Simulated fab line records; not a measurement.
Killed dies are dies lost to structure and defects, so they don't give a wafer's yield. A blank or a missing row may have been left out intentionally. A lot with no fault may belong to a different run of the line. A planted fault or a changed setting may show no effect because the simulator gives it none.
Which tool did it? -- flow n5Finfet -- 72 wafers from 24 lots sampled at 6 of the route's 1938 steps

WHAT THE GAUGES READ, wafer by wafer
N5_BEOL_M13_THK_MEAS_01.
lot,measured,on,M13_ILD_THK (nm)
L074,day 12 14:33,filmMetro-01,845 855 869
L075,day 13 16:58,filmMetro-02,821 831 839
L077,day 13 17:01,filmMetro-01,821 833 839
L076,day 13 23:11,filmMetro-01,843 846 867
L078,day 13 23:31,filmMetro-01,846 856 867
L079,day 13 23:44,filmMetro-02,839 863 859
L081,day 14 07:32,filmMetro-02,826 823 828
L082,day 14 15:58,filmMetro-02,827 812 846
L080,day 14 16:07,filmMetro-02,835 844 849
L084,day 14 19:10,filmMetro-01,839 831 845
L083,day 14 21:27,filmMetro-02,821 834 833
L085,day 15 16:02,filmMetro-02,846 843 855
L086,day 15 23:41,filmMetro-01,844 843 852
L088,day 16 02:35,filmMetro-02,833 859 851
L087,day 16 05:23,filmMetro-02,844 828 846
L089,day 16 21:26,filmMetro-02,834 835 839
L090,day 17 14:00,filmMetro-02,829 850 852
L093,day 17 14:23,filmMetro-01,840 847 840
L092,day 17 14:38,filmMetro-02,826 822 846
L091,day 17 19:52,filmMetro-02,848 851 852
L096,day 18 17:03,filmMetro-02,842 850 844
L095,day 18 21:00,filmMetro-01,821 827 844
L097,day 19 06:16,filmMetro-02,842 837 848
L094,day 19 13:16,filmMetro-01,834 852 845

N5_BEOL_M13_CD_MEAS_10 targets a cd of 190 nm.
lot,measured,on,cdNm (nm)
L074,day 12 14:51,cdSem-03,189.9 189.6 189.7
L075,day 13 17:23,cdSem-03,190.8 190.7 191.2
L077,day 13 17:33,cdSem-03,190.9 191.0 190.6
L076,day 13 23:30,cdSem-02,189.2 188.9 190.6
L078,day 13 23:56,cdSem-03,190.5 190.7 190.1
L079,day 14 00:10,cdSem-01,190.0 189.8 189.2
L081,day 14 07:50,cdSem-03,190.9 191.1 189.1
L082,day 14 16:16,cdSem-02,189.8 190.6 190.1
L080,day 14 16:33,cdSem-02,189.9 190.2 190.5
L084,day 14 19:35,cdSem-01,190.3 190.2 190.7
L083,day 14 21:53,cdSem-02,188.8 189.8 189.1
L085,day 15 16:28,cdSem-03,191.6 193.1 192.5
L086,day 16 00:07,cdSem-03,189.8 190.2 189.6
L088,day 16 02:53,cdSem-02,189.9 190.3 189.2
L087,day 16 05:49,cdSem-02,190.9 190.6 189.3
L089,day 16 21:44,cdSem-02,190.4 191.2 191.0
L090,day 17 14:18,cdSem-02,188.5 190.2 190.6
L093,day 17 14:41,cdSem-03,192.0 193.1 191.7
L092,day 17 15:04,cdSem-03,191.4 190.6 191.5
L091,day 17 20:17,cdSem-02,191.7 191.1 191.4
L096,day 18 17:21,cdSem-02,192.5 193.4 192.6
L095,day 18 21:19,cdSem-03,192.2 191.5 190.5
L097,day 19 06:42,cdSem-01,189.7 190.3 189.9
L094,day 19 13:41,cdSem-03,192.9 191.2 190.4

N5_BEOL_M13_CD_MEAS_17 targets a cd of 190 nm.
lot,measured,on,cdNm (nm)
L074,day 12 15:41,cdSem-01,189.5 189.7 190.5
L075,day 13 18:01,cdSem-03,192.1 192.5 192.9
L077,day 13 18:10,cdSem-02,192.2 191.6 191.1
L076,day 14 00:14,cdSem-02,189.2 189.2 192.2
L078,day 14 00:49,cdSem-02,191.4 191.4 190.5
L079,day 14 01:05,cdSem-03,189.1 191.0 188.6
L081,day 14 08:31,cdSem-02,192.1 192.1 189.6
L082,day 14 17:00,cdSem-03,191.2 191.1 190.7
L080,day 14 17:21,cdSem-03,188.9 189.7 189.0
L084,day 14 22:22,cdSem-03,190.7 189.1 190.2
L083,day 15 00:19,cdSem-02,190.1 190.6 189.4
L085,day 15 18:35,cdSem-02,191.2 192.1 192.3
L086,day 16 00:44,cdSem-03,190.8 190.7 190.6
L088,day 16 03:31,cdSem-02,190.1 190.7 189.5
L087,day 16 06:26,cdSem-03,191.0 190.7 189.4
L089,day 16 22:23,cdSem-03,189.1 191.6 190.2
L090,day 17 14:55,cdSem-02,189.1 191.2 191.2
L093,day 17 15:18,cdSem-02,192.3 191.8 191.9
L092,day 17 15:41,cdSem-01,191.6 191.8 191.1
L091,day 17 20:55,cdSem-02,191.7 191.5 192.3
L096,day 18 18:04,cdSem-01,193.3 193.6 192.4
L095,day 18 21:57,cdSem-02,194.4 191.7 191.8
L097,day 19 07:41,cdSem-03,192.5 191.6 192.1
L094,day 19 14:19,cdSem-03,193.6 192.9 191.8

N5_BEOL_M13_RS_MEAS_54: uses a four-point probe to measure.
lot,measured,on,M13_RS (ohm/sq)
L074,day 12 20:30,filmMetro-02,0.0448 0.0461 0.0457
L075,day 13 22:29,filmMetro-01,0.0448 0.0451 0.0454
L077,day 13 22:41,filmMetro-01,0.0460 0.0461 0.0462
L076,day 14 02:54,filmMetro-02,0.0447 0.0444 0.0454
L078,day 14 05:58,filmMetro-02,0.0458 0.0455 0.0447
L079,day 14 06:07,filmMetro-01,0.0443 0.0440 0.0454
L081,day 14 16:01,filmMetro-02,0.0453 0.0449 0.0450
L082,day 14 21:31,filmMetro-02,0.0453 0.0444 0.0438
L080,day 15 01:38,filmMetro-01,0.0449 0.0445 0.0460
L084,day 15 02:29,filmMetro-01,0.0453 0.0439 0.0452
L083,day 15 04:59,filmMetro-01,0.0442 0.0457 0.0443
L085,day 15 23:10,filmMetro-02,0.0453 0.0444 0.0441
L086,day 16 04:13,filmMetro-02,0.0453 0.0447 0.0449
L088,day 16 09:58,filmMetro-02,0.0445 0.0439 0.0447
L087,day 16 10:46,filmMetro-02,0.0437 0.0438 0.0438
L089,day 17 02:48,filmMetro-01,0.0437 0.0436 0.0437
L090,day 18 01:08,filmMetro-02,0.0440 0.0444 0.0459
L093,day 17 20:04,filmMetro-01,0.0452 0.0442 0.0456
L092,day 17 20:08,filmMetro-01,0.0445 0.0457 0.0460
L091,day 18 01:57,filmMetro-02,0.0455 0.0451 0.0463
L096,day 18 22:00,filmMetro-02,0.0450 0.0441 0.0447
L095,day 19 02:34,filmMetro-01,0.0453 0.0456 0.0454
L097,day 19 12:31,filmMetro-01,0.0463 0.0462 0.0456
L094,day 19 21:32,filmMetro-02,0.0454 0.0442 0.0453

WHICH TOOL RAN EACH LOT (tool, then ch and the chambers of the sampled wafers, then the start)
lot,N5_BEOL_M13_DESCUM_15,N5_BEOL_M13_DEGAS_41
L074,"rieDiel-05 ch 0,1,3, day 12 15:08","pvdSputter-01, day 12 18:55"
L075,"rieDiel-02 ch 1,2,3, day 13 17:29","pvdSputter-03, day 13 21:14"
L077,"rieDiel-05 ch 0,1, day 13 17:38","pvdSputter-02, day 13 21:15"
L076,"rieDiel-05 ch 0,1,3, day 13 23:42","pvdSputter-02, day 14 01:39"
L078,"rieDiel-02 ch 0,1,2, day 14 00:17","pvdSputter-03, day 14 04:41"
L079,"rieDiel-03 ch 0,2, day 14 00:34","pvdSputter-01, day 14 04:47"
L081,"rieDiel-05 ch 0,2, day 14 07:59","pvdSputter-02, day 14 14:41"
L082,"rieDiel-05 ch 1,2, day 14 16:28","pvdSputter-03, day 14 20:07"
L080,"rieDiel-05 ch 1,3, day 14 16:49","pvdSputter-02, day 15 00:23"
L084,"rieDiel-05 ch 1,3, day 14 21:50","pvdSputter-02, day 15 01:11"
L083,"rieDiel-02 ch 1,2, day 14 23:44","pvdSputter-03, day 15 03:44"
L085,"rieDiel-05 ch 1,3, day 15 18:02","pvdSputter-01, day 15 21:51"
L086,"rieDiel-03 ch 1,3, day 16 00:12","pvdSputter-03, day 16 02:49"
L088,"rieDiel-03 ch 1,3, day 16 02:59","pvdSputter-02, day 16 08:32"
L087,"rieDiel-05 ch 1,2,3, day 16 05:53","pvdSputter-03, day 16 09:31"
L089,"rieDiel-03 ch 0,3, day 16 21:52","pvdSputter-02, day 17 01:33"
L090,"rieDiel-02 ch 0,1,2, day 17 14:23","pvdSputter-02, day 17 21:17"
L093,"rieDiel-02 ch 0,1, day 17 14:46","pvdSputter-01, day 17 18:48"
L092,"rieDiel-02 ch 0,1,3, day 17 15:09","pvdSputter-02, day 17 18:53"
L091,"rieDiel-05 ch 0,2, day 17 20:23","pvdSputter-01, day 17 22:31"
L096,"rieDiel-05 ch 0,1,3, day 18 17:26","pvdSputter-02, day 18 20:43"
L095,"rieDiel-02 ch 0,2, day 18 21:25","pvdSputter-03, day 19 01:20"
L097,"rieDiel-02 ch 0,1,2, day 19 07:10","pvdSputter-01, day 19 11:05"
L094,"rieDiel-02 ch 0,2, day 19 13:47","pvdSputter-02, day 19 20:12"
- N5_BEOL_M13_DESCUM_15: chemistry O2, time 7.9 s.
- N5_BEOL_M13_DEGAS_41: time 60 s.

WHAT THE TOOLS THEMSELVES READ (means of the sampled wafers that have a number; where no wafer has one, the mark that the record gives instead)
N5_BEOL_M13_DESCUM_15.
lot,tool,drypumpMotorCurrentA (A),o2FlowSccm (sccm),oesProductAu (a.u.),rfVppV (V),showerheadPlenumPTorr (Torr),throttleValvePct (%)
L074,rieDiel-05,5.8,225.2,0.77,243.4,2.09,20.44
L075,rieDiel-02,5.9,225.5,0.76,240.9,2.01,20.56
L077,rieDiel-05,5.7,225.6,0.73,242.4,2.09,20.31
L076,rieDiel-05,5.8,224.6,0.75,243.2,2.09,20.44
L078,rieDiel-02,5.5,224.7,0.82,242.1,2.06,20.56
L079,rieDiel-03,5.8,225.9,0.71,242.5,2.04,20.54
L081,rieDiel-05,5.9,225.0,0.74,242.1,2.06,20.38
L082,rieDiel-05,5.9,224.3,0.86,243.3,2.07,20.36
L080,rieDiel-05,5.7,225.3,0.81,243.2,2.10,20.43
L084,rieDiel-05,6.0,224.6,0.77,243.0,2.09,20.58
L083,rieDiel-02,5.8,224.4,0.75,242.1,2.00,20.69
L085,rieDiel-05,6.0,225.0,0.75,242.7,2.09,20.60
L086,rieDiel-03,5.7,224.5,0.70,242.7,2.09,20.74
L088,rieDiel-03,5.6,225.5,0.69,243.6,2.13,20.70
L087,rieDiel-05,6.0,225.0,0.80,242.7,2.07,20.50
L089,rieDiel-03,5.6,225.1,0.70,244.8,2.16,20.61
L090,rieDiel-02,5.5,225.7,0.78,242.0,2.05,20.60
L093,rieDiel-02,5.1,225.1,0.81,242.4,2.08,20.58
L092,rieDiel-02,5.4,225.3,0.75,242.1,2.03,20.60
L091,rieDiel-05,5.9,225.2,0.90,242.8,2.05,20.19
L096,rieDiel-05,5.8,225.5,0.81,243.2,2.08,20.40
L095,rieDiel-02,5.2,225.7,0.83,242.9,2.09,20.53
L097,rieDiel-02,5.5,226.0,0.78,242.7,2.04,20.64
L094,rieDiel-02,5.7,224.4,0.79,241.8,2.05,20.56

N5_BEOL_M13_DEGAS_41.
lot,tool,heaterPowerW (W),susceptorTempC (C)
L074,pvdSputter-01,352,250.10
L075,pvdSputter-03,312,250.11
L077,pvdSputter-02,369,249.91
L076,pvdSputter-02,355,249.97
L078,pvdSputter-03,309,250.10
L079,pvdSputter-01,342,249.89
L081,pvdSputter-02,358,249.89
L082,pvdSputter-03,305,250.04
L080,pvdSputter-02,344,250.01
L084,pvdSputter-02,366,249.87
L083,pvdSputter-03,306,249.98
L085,pvdSputter-01,351,249.81
L086,pvdSputter-03,314,249.86
L088,pvdSputter-02,364,250.03
L087,pvdSputter-03,300,250.12
L089,pvdSputter-02,367,249.78
L090,pvdSputter-02,334,249.92
L093,pvdSputter-01,373,249.89
L092,pvdSputter-02,365,250.03
L091,pvdSputter-01,373,249.93
L096,pvdSputter-02,360,250.07
L095,pvdSputter-03,309,249.97
L097,pvdSputter-01,352,250.01
L094,pvdSputter-02,358,249.98

THE ANSWER, worked out from the rows above alone
Rule: usual is defined by the lots themselves. Put in order of their means at a reading, lots are off if they are a third of the lots or fewer, leave a main group of 4 or more, and stand apart from it by a gap of 3 or more times the standard deviation of the main group's means; of several such gaps the widest counts. A main group is skipped when, at the precision printed for the reading in the tables above, its means are all equal. A lot without any number at a reading at which 4 lots or more have one is off too. All remaining lots with rows at the step are treated as sound. First the gauges in route order, then the tools' own readings, where a lot's mean is used as printed above. At the first step where some lot is off, the reading lying furthest off is the one used; lots without a number count as furthest.
Across all readings shown, no lot is off: no conclusion can be drawn from this.

WHAT THE SIMULATOR HAD INSERTED
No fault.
